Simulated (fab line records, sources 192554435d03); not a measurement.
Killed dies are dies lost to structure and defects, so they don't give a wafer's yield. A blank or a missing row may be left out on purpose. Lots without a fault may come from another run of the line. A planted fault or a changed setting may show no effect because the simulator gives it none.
Chamber matching | flow n5_finfet | N5_BEOL_M5_CURE_80 on uv_cure-03: 3 sister chambers
The step cures SiCOH lowk, time 120 s. 16 wafers are shown with their chamber, then 8 later ones without.

WAFERS WITH THEIR CHAMBER
wafer  | chamber | wafer_temp_C_max | lamp_power_pct (%)
L074.3 | 2       | 372.1            | 52.33
L074.5 | 2       | 372.2            | 52.35
L074.6 | 2       | 371.5            | 52.20
L079.1 | 0       | 370.8            | 52.31
L079.4 | 0       | 371.2            | 52.32
L079.6 | 0       | 371.0            | 52.31
L081.2 | 1       | 372.8            | 52.25
L081.4 | 1       | 372.4            | 52.36
L081.6 | 1       | 372.5            | 52.39
L085.4 | 1       | 373.5            | 52.35
L085.5 | 1       | 373.6            | 52.33
L085.6 | 1       | 372.1            | 52.34
L086.2 | 0       | 371.3            | 52.34
L086.4 | 0       | 370.8            | 52.33
L086.6 | 0       | 371.4            | 52.32
L089.1 | 2       | 372.1            | 52.32

SIGNATURES (means of the wafers above)
reading          | chamber 0 | chamber 1 | chamber 2 | scatter within a chamber
wafer_temp_C_max | 371.083   | 372.817   | 371.975   | 0.439
lamp_power_pct   | 52.3217   | 52.3367   | 52.3000   | 0.0444
Rule: a wafer's distance from a chamber is the root of the sum, over the readings, of the square of ((its reading less the chamber's mean) divided by the reading's scatter). The wafer belongs to the nearest chamber; if the next one is less than 2 further off, it can't be placed. The scatter: the root of (the sum of the squares of (reading less its chamber's mean) over the shown wafers, divided by (wafers less chambers)).

WAFERS WITHOUT THEIR CHAMBER
wafer  | wafer_temp_C_max | lamp_power_pct (%)
L089.3 | 371.6            | 52.38
L089.4 | 372.0            | 52.40
L091.3 | 371.9            | 52.30
L091.4 | 371.6            | 52.25
L091.6 | 371.6            | 52.32
L097.2 | 372.6            | 52.35
L097.4 | 372.4            | 52.25
L097.5 | 371.8            | 52.23

WHICH CHAMBER EACH WENT THROUGH
wafer  | from the rows above          | in truth
L089.3 | can't be placed: 0 or 2 or 1 | 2
L089.4 | can't be placed: 2 or 1 or 0 | 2
L091.3 | can't be placed: 2 or 0      | 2
L091.4 | can't be placed: 2 or 0 or 1 | 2
L091.6 | can't be placed: 2 or 0 or 1 | 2
L097.2 | can't be placed: 1 or 2      | 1
L097.4 | can't be placed: 2 or 1 or 0 | 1
L097.5 | can't be placed: 2 or 0 or 1 | 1
Placed correctly: 0 of 8. Can't be placed from these rows: 8 (the true chamber is among the candidates in 8). Placed wrongly: 0.
